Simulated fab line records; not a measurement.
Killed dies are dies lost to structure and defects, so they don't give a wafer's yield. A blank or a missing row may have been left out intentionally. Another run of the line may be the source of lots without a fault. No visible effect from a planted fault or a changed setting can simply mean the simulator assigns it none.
Which tool was responsible? :: flow nand harc :: 23 lots with 69 wafers sampled at 4 steps, on a route of 1159 steps

== WHAT THE GAUGES SHOWED, per wafer ==
NHARC_A_M0_INSPECT_11.
lot: L076
measured: day 17 18:17
on: defect inspect-01
raw defect count: 10 14 13

lot: L074
measured: day 17 19:50
on: defect inspect-02
raw defect count: 18 16 12

lot: L075
measured: day 18 00:10
on: defect inspect-02
raw defect count: 28 31 34

lot: L079
measured: day 18 00:53
on: defect inspect-01
raw defect count: 8 9 13

lot: L080
measured: day 18 10:19
on: defect inspect-01
raw defect count: 14 10 10

lot: L077
measured: day 18 16:35
on: defect inspect-02
raw defect count: 33 25 29

lot: L081
measured: day 19 05:49
on: defect inspect-02
raw defect count: 42 37 54

lot: L078
measured: day 19 06:15
on: defect inspect-01
raw defect count: 34 39 41

lot: L082
measured: day 19 12:09
on: defect inspect-01
raw defect count: 26 33 36

lot: L083
measured: day 20 04:40
on: defect inspect-02
raw defect count: 8 7 9

lot: L086
measured: day 20 16:08
on: defect inspect-02
raw defect count: 18 16 17

lot: L085
measured: day 20 18:56
on: defect inspect-02
raw defect count: 42 39 33

lot: L088
measured: day 20 20:52
on: defect inspect-01
raw defect count: 29 23 31

lot: L089
measured: day 21 07:11
on: defect inspect-02
raw defect count: 21 25 24

lot: L087
measured: day 21 15:53
on: defect inspect-02
raw defect count: 37 51 33

lot: L090
measured: day 21 16:34
on: defect inspect-01
raw defect count: 43 33 32

lot: L092
measured: day 21 16:55
on: defect inspect-02
raw defect count: 71 52 44

lot: L093
measured: day 21 17:05
on: defect inspect-01
raw defect count: 49 65 69

lot: L091
measured: day 21 17:20
on: defect inspect-01
raw defect count: 15 8 11

lot: L095
measured: day 22 07:30
on: defect inspect-01
raw defect count: 40 32 40

lot: L096
measured: day 22 16:15
on: defect inspect-02
raw defect count: 33 35 30

lot: L094
measured: day 22 21:36
on: defect inspect-01
raw defect count: 47 49 43

lot: L097
measured: day 23 01:01
on: defect inspect-01
raw defect count: 35 47 36

NHARC_A_M0_INSPECT_27.
lot: L076
measured: day 17 20:56
on: defect inspect-01
raw defect count: 588 601 548

lot: L074
measured: day 17 22:24
on: defect inspect-01
raw defect count: 683 330 301

lot: L075
measured: day 18 02:44
on: defect inspect-01
raw defect count: 533 523 630

lot: L079
measured: day 18 03:26
on: defect inspect-01
raw defect count: 370 594 351

lot: L080
measured: day 18 13:15
on: defect inspect-02
raw defect count: 405 399 260

lot: L077
measured: day 18 19:10
on: defect inspect-02
raw defect count: 464 654 510

lot: L081
measured: day 19 08:25
on: defect inspect-01
raw defect count: 339 394 434

lot: L078
measured: day 19 08:50
on: defect inspect-02
raw defect count: 445 515 419

lot: L082
measured: day 19 14:50
on: defect inspect-01
raw defect count: 459 389 726

lot: L083
measured: day 20 07:11
on: defect inspect-02
raw defect count: 345 348 408

lot: L086
measured: day 20 18:42
on: defect inspect-02
raw defect count: 517 492 358

lot: L085
measured: day 20 21:31
on: defect inspect-01
raw defect count: 466 469 548

lot: L088
measured: day 20 23:30
on: defect inspect-02
raw defect count: 397 505 498

lot: L089
measured: day 21 09:44
on: defect inspect-01
raw defect count: 376 504 416

lot: L087
measured: day 21 18:29
on: defect inspect-02
raw defect count: 602 567 407

lot: L090
measured: day 21 19:08
on: defect inspect-01
raw defect count: 404 375 541

lot: L092
measured: day 21 19:34
on: defect inspect-01
raw defect count: 552 482 917

lot: L093
measured: day 21 19:38
on: defect inspect-01
raw defect count: 514 522 530

lot: L091
measured: day 21 19:56
on: defect inspect-02
raw defect count: 330 402 394

lot: L095
measured: day 22 10:02
on: defect inspect-02
raw defect count: 414 624 506

lot: L096
measured: day 22 18:51
on: defect inspect-01
raw defect count: 859 731 576

lot: L094
measured: day 23 00:17
on: defect inspect-02
raw defect count: 419 355 296

lot: L097
measured: day 23 03:35
on: defect inspect-01
raw defect count: 481 554 387

== TOOL THAT RAN EACH LOT (tool first, then ch and the chambers of the sampled wafers, then the start) ==
lot: L076
NHARC_A_CONTACT_CMP_20: cmp-02 ch 1,2,3, day 17 13:10
NHARC_A_BLC_STRIP_29: rie diel-04 ch 0,1,2, day 17 15:19

lot: L074
NHARC_A_CONTACT_CMP_20: cmp-02 ch 1,3, day 17 14:25
NHARC_A_BLC_STRIP_29: rie diel-04 ch 0,1,3, day 17 16:38

lot: L075
NHARC_A_CONTACT_CMP_20: cmp-03 ch 1,2,3, day 17 19:18
NHARC_A_BLC_STRIP_29: rie diel-11 ch 1,2,3, day 17 21:20

lot: L079
NHARC_A_CONTACT_CMP_20: cmp-01 ch 2,3, day 17 19:43
NHARC_A_BLC_STRIP_29: rie diel-11 ch 0,3, day 17 21:45

lot: L080
NHARC_A_CONTACT_CMP_20: cmp-02 ch 0,2, day 18 05:14
NHARC_A_BLC_STRIP_29: rie diel-02 ch 0,2, day 18 07:21

lot: L077
NHARC_A_CONTACT_CMP_20: cmp-02 ch 0,2, day 18 11:13
NHARC_A_BLC_STRIP_29: rie diel-02 ch 0,1,3, day 18 13:26

lot: L081
NHARC_A_CONTACT_CMP_20: cmp-03 ch 1,2,3, day 18 18:40
NHARC_A_BLC_STRIP_29: rie diel-02 ch 1,2, day 18 21:02

lot: L078
NHARC_A_CONTACT_CMP_20: cmp-03 ch 0,3, day 18 19:25
NHARC_A_BLC_STRIP_29: rie diel-02 ch 1,2, day 18 21:44

lot: L082
NHARC_A_CONTACT_CMP_20: cmp-02 ch 0,2, day 19 05:38
NHARC_A_BLC_STRIP_29: rie diel-11 ch 1,3, day 19 07:46

lot: L083
NHARC_A_CONTACT_CMP_20: cmp-02 ch 2,3, day 19 16:30
NHARC_A_BLC_STRIP_29: rie diel-11 ch 0,1,2, day 19 18:31

lot: L086
NHARC_A_CONTACT_CMP_20: cmp-03 ch 1,2, day 20 11:08
NHARC_A_BLC_STRIP_29: rie diel-11 ch 1,2,3, day 20 13:18

lot: L085
NHARC_A_CONTACT_CMP_20: cmp-02 ch 0,1,2, day 20 14:05
NHARC_A_BLC_STRIP_29: rie diel-02 ch 0,2,3, day 20 16:08

lot: L088
NHARC_A_CONTACT_CMP_20: cmp-01 ch 1,2, day 20 15:46
NHARC_A_BLC_STRIP_29: rie diel-02 ch 0,1,2, day 20 17:57

lot: L089
NHARC_A_CONTACT_CMP_20: cmp-01 ch 0,2,3, day 20 18:40
NHARC_A_BLC_STRIP_29: rie diel-11 ch 1,2, day 20 20:58

lot: L087
NHARC_A_CONTACT_CMP_20: cmp-02 ch 0,1,2, day 21 04:40
NHARC_A_BLC_STRIP_29: rie diel-04 ch 2,3, day 21 06:46

lot: L090
NHARC_A_CONTACT_CMP_20: cmp-02 ch 0,2,3, day 21 05:24
NHARC_A_BLC_STRIP_29: rie diel-11 ch 1,3, day 21 07:50

lot: L092
NHARC_A_CONTACT_CMP_20: cmp-03 ch 0,1, day 21 06:32
NHARC_A_BLC_STRIP_29: rie diel-02 ch 0,2,3, day 21 08:32

lot: L093
NHARC_A_CONTACT_CMP_20: cmp-02 ch 0,1,2, day 21 09:17
NHARC_A_BLC_STRIP_29: rie diel-04 ch 0,1,3, day 21 11:23

lot: L091
NHARC_A_CONTACT_CMP_20: cmp-03 ch 0,1,3, day 21 10:32
NHARC_A_BLC_STRIP_29: rie diel-02 ch 1,2,3, day 21 12:34

lot: L095
NHARC_A_CONTACT_CMP_20: cmp-01 ch 1,2,3, day 22 02:28
NHARC_A_BLC_STRIP_29: rie diel-04 ch 0,1,2, day 22 04:34

lot: L096
NHARC_A_CONTACT_CMP_20: cmp-03 ch 1,2,3, day 22 07:56
NHARC_A_BLC_STRIP_29: rie diel-04 ch 0,1,3, day 22 10:07

lot: L094
NHARC_A_CONTACT_CMP_20: cmp-01 ch 0,2, day 22 15:09
NHARC_A_BLC_STRIP_29: rie diel-04 ch 1,2,3, day 22 17:19

lot: L097
NHARC_A_CONTACT_CMP_20: cmp-01 ch 0,2, day 22 19:59
NHARC_A_BLC_STRIP_29: rie diel-02 ch 0,2, day 22 22:08
- NHARC_A_CONTACT_CMP_20: polishes, t overpolish 30 s, target thk 300 nm.
- NHARC_A_BLC_STRIP_29: strips in CF4.

== WHAT THE TOOLS THEMSELVES READ (means of the sampled wafers that have a number; where no wafer has one, the mark that the record gives instead) ==
NHARC_A_CONTACT_CMP_20.
lot: L076
tool: cmp-02
motor current A (A): 11.3
overpolish run s (s): 29.995
time to endpoint s (s): 65

lot: L074
tool: cmp-02
motor current A (A): 11.3
overpolish run s (s): 30.000
time to endpoint s (s): 66

lot: L075
tool: cmp-03
motor current A (A): 12.2
overpolish run s (s): 30.005
time to endpoint s (s): 59

lot: L079
tool: cmp-01
motor current A (A): 12.1
overpolish run s (s): 30.001
time to endpoint s (s): 56

lot: L080
tool: cmp-02
motor current A (A): 10.7
overpolish run s (s): 29.995
time to endpoint s (s): 61

lot: L077
tool: cmp-02
motor current A (A): 11.3
overpolish run s (s): 30.000
time to endpoint s (s): 59

lot: L081
tool: cmp-03
motor current A (A): 11.8
overpolish run s (s): 29.992
time to endpoint s (s): 61

lot: L078
tool: cmp-03
motor current A (A): 11.7
overpolish run s (s): 29.990
time to endpoint s (s): 60

lot: L082
tool: cmp-02
motor current A (A): 10.8
overpolish run s (s): 30.003
time to endpoint s (s): 58

lot: L083
tool: cmp-02
motor current A (A): 11.0
overpolish run s (s): 30.002
time to endpoint s (s): 64

lot: L086
tool: cmp-03
motor current A (A): 11.3
overpolish run s (s): 30.006
time to endpoint s (s): 61

lot: L085
tool: cmp-02
motor current A (A): 10.8
overpolish run s (s): 29.995
time to endpoint s (s): 62

lot: L088
tool: cmp-01
motor current A (A): 13.2
overpolish run s (s): 29.997
time to endpoint s (s): 65

lot: L089
tool: cmp-01
motor current A (A): 12.1
overpolish run s (s): 29.999
time to endpoint s (s): 63

lot: L087
tool: cmp-02
motor current A (A): 11.1
overpolish run s (s): 29.998
time to endpoint s (s): 64

lot: L090
tool: cmp-02
motor current A (A): 11.2
overpolish run s (s): 30.005
time to endpoint s (s): 60

lot: L092
tool: cmp-03
motor current A (A): 11.8
overpolish run s (s): 30.005
time to endpoint s (s): 61

lot: L093
tool: cmp-02
motor current A (A): 11.0
overpolish run s (s): 30.008
time to endpoint s (s): 60

lot: L091
tool: cmp-03
motor current A (A): 11.5
overpolish run s (s): 30.001
time to endpoint s (s): 61

lot: L095
tool: cmp-01
motor current A (A): 12.2
overpolish run s (s): 30.002
time to endpoint s (s): 62

lot: L096
tool: cmp-03
motor current A (A): 11.8
overpolish run s (s): 29.994
time to endpoint s (s): 63

lot: L094
tool: cmp-01
motor current A (A): 13.7
overpolish run s (s): 30.004
time to endpoint s (s): 58

lot: L097
tool: cmp-01
motor current A (A): 14.0
overpolish run s (s): 29.998
time to endpoint s (s): 61

NHARC_A_BLC_STRIP_29.
lot: L076
tool: rie diel-04
chamber pressure mTorr (mTorr): 50.01
drypump motor current A (A): 5.9
oes product au (a.u.): 0.995
rf vpp V (V): 59.6
showerhead plenum p Torr (Torr): 1.81
throttle valve pct (%): 13.292

lot: L074
tool: rie diel-04
chamber pressure mTorr (mTorr): 49.99
drypump motor current A (A): 5.7
oes product au (a.u.): 0.994
rf vpp V (V): 59.6
showerhead plenum p Torr (Torr): 1.81
throttle valve pct (%): 13.289

lot: L075
tool: rie diel-11
chamber pressure mTorr (mTorr): 50.03
drypump motor current A (A): 6.2
oes product au (a.u.): 1.005
rf vpp V (V): 60.2
showerhead plenum p Torr (Torr): 1.80
throttle valve pct (%): 13.288

lot: L079
tool: rie diel-11
chamber pressure mTorr (mTorr): 49.98
drypump motor current A (A): 5.7
oes product au (a.u.): 1.003
rf vpp V (V): 59.5
showerhead plenum p Torr (Torr): 1.72
throttle valve pct (%): 13.276

lot: L080
tool: rie diel-02
chamber pressure mTorr (mTorr): 49.99
drypump motor current A (A): 5.5
oes product au (a.u.): 0.993
rf vpp V (V): 59.6
showerhead plenum p Torr (Torr): 1.78
throttle valve pct (%): 13.288

lot: L077
tool: rie diel-02
chamber pressure mTorr (mTorr): 50.05
drypump motor current A (A): 5.9
oes product au (a.u.): 0.974
rf vpp V (V): 59.9
showerhead plenum p Torr (Torr): 1.77
throttle valve pct (%): 13.291

lot: L081
tool: rie diel-02
chamber pressure mTorr (mTorr): 50.01
drypump motor current A (A): 6.1
oes product au (a.u.): 1.005
rf vpp V (V): 58.8
showerhead plenum p Torr (Torr): 1.67
throttle valve pct (%): 13.290

lot: L078
tool: rie diel-02
chamber pressure mTorr (mTorr): 50.02
drypump motor current A (A): 6.3
oes product au (a.u.): 1.003
rf vpp V (V): 58.2
showerhead plenum p Torr (Torr): 1.66
throttle valve pct (%): 13.274

lot: L082
tool: rie diel-11
chamber pressure mTorr (mTorr): 49.97
drypump motor current A (A): 6.1
oes product au (a.u.): 1.015
rf vpp V (V): 58.8
showerhead plenum p Torr (Torr): 1.77
throttle valve pct (%): 13.291

lot: L083
tool: rie diel-11
chamber pressure mTorr (mTorr): 49.99
drypump motor current A (A): 6.0
oes product au (a.u.): 1.007
rf vpp V (V): 58.9
showerhead plenum p Torr (Torr): 1.76
throttle valve pct (%): 13.283

lot: L086
tool: rie diel-11
chamber pressure mTorr (mTorr): 50.01
drypump motor current A (A): 6.2
oes product au (a.u.): 1.008
rf vpp V (V): 58.7
showerhead plenum p Torr (Torr): 1.79
throttle valve pct (%): 13.279

lot: L085
tool: rie diel-02
chamber pressure mTorr (mTorr): 50.01
drypump motor current A (A): 5.8
oes product au (a.u.): 0.983
rf vpp V (V): 59.7
showerhead plenum p Torr (Torr): 1.78
throttle valve pct (%): 13.284

lot: L088
tool: rie diel-02
chamber pressure mTorr (mTorr): 50.00
drypump motor current A (A): 5.9
oes product au (a.u.): 0.991
rf vpp V (V): 59.0
showerhead plenum p Torr (Torr): 1.71
throttle valve pct (%): 13.290

lot: L089
tool: rie diel-11
chamber pressure mTorr (mTorr): 50.02
drypump motor current A (A): 6.3
oes product au (a.u.): 0.999
rf vpp V (V): 59.8
showerhead plenum p Torr (Torr): 1.81
throttle valve pct (%): 13.285

lot: L087
tool: rie diel-04
chamber pressure mTorr (mTorr): 50.01
drypump motor current A (A): 5.9
oes product au (a.u.): 1.002
rf vpp V (V): 59.6
showerhead plenum p Torr (Torr): 1.84
throttle valve pct (%): 13.286

lot: L090
tool: rie diel-11
chamber pressure mTorr (mTorr): 49.96
drypump motor current A (A): 6.2
oes product au (a.u.): 1.002
rf vpp V (V): 59.7
showerhead plenum p Torr (Torr): 1.79
throttle valve pct (%): 13.281

lot: L092
tool: rie diel-02
chamber pressure mTorr (mTorr): 50.00
drypump motor current A (A): 5.7
oes product au (a.u.): 0.995
rf vpp V (V): 59.3
showerhead plenum p Torr (Torr): 1.78
throttle valve pct (%): 13.284

lot: L093
tool: rie diel-04
chamber pressure mTorr (mTorr): 50.00
drypump motor current A (A): 5.7
oes product au (a.u.): 0.989
rf vpp V (V): 58.8
showerhead plenum p Torr (Torr): 1.81
throttle valve pct (%): 13.284

lot: L091
tool: rie diel-02
chamber pressure mTorr (mTorr): 49.99
drypump motor current A (A): 6.1
oes product au (a.u.): 0.992
rf vpp V (V): 60.0
showerhead plenum p Torr (Torr): 1.72
throttle valve pct (%): 13.282

lot: L095
tool: rie diel-04
chamber pressure mTorr (mTorr): 49.95
drypump motor current A (A): 5.9
oes product au (a.u.): 0.990
rf vpp V (V): 59.2
showerhead plenum p Torr (Torr): 1.81
throttle valve pct (%): 13.286

lot: L096
tool: rie diel-04
chamber pressure mTorr (mTorr): 50.02
drypump motor current A (A): 5.8
oes product au (a.u.): 0.997
rf vpp V (V): 59.6
showerhead plenum p Torr (Torr): 1.81
throttle valve pct (%): 13.286

lot: L094
tool: rie diel-04
chamber pressure mTorr (mTorr): 50.03
drypump motor current A (A): 5.8
oes product au (a.u.): 0.999
rf vpp V (V): 59.1
showerhead plenum p Torr (Torr): 1.80
throttle valve pct (%): 13.272

lot: L097
tool: rie diel-02
chamber pressure mTorr (mTorr): 49.97
drypump motor current A (A): 5.4
oes product au (a.u.): 0.988
rf vpp V (V): 58.8
showerhead plenum p Torr (Torr): 1.77
throttle valve pct (%): 13.276

== THE ANSWER, worked out from the rows above alone ==
Rule: the usual values come from the lots themselves. The widest of any qualifying gaps counts: lots, ordered by their means at a reading, are off when they make up no more than a third of the lots, leave a main group of 4 or more, and stand apart from it by 3 or more times the standard deviation of that group's means. If all means in a main group match to the digits the tables above print for the reading, that group is not used. Also off: a lot with no number at a reading for which 4 or more lots have one. Where the step has rows for the other lots, those lots are counted as sound. The gauges are gone through in route order, then the tools' own readings, and for those a lot's mean is taken as printed above. At the first step where some lot is off, the reading lying furthest off is the one used; lots without a number count as furthest.
Across all readings shown, no lot is off: no conclusion can be drawn from this.

== WHAT THE SIMULATOR HAD PUT IN ==
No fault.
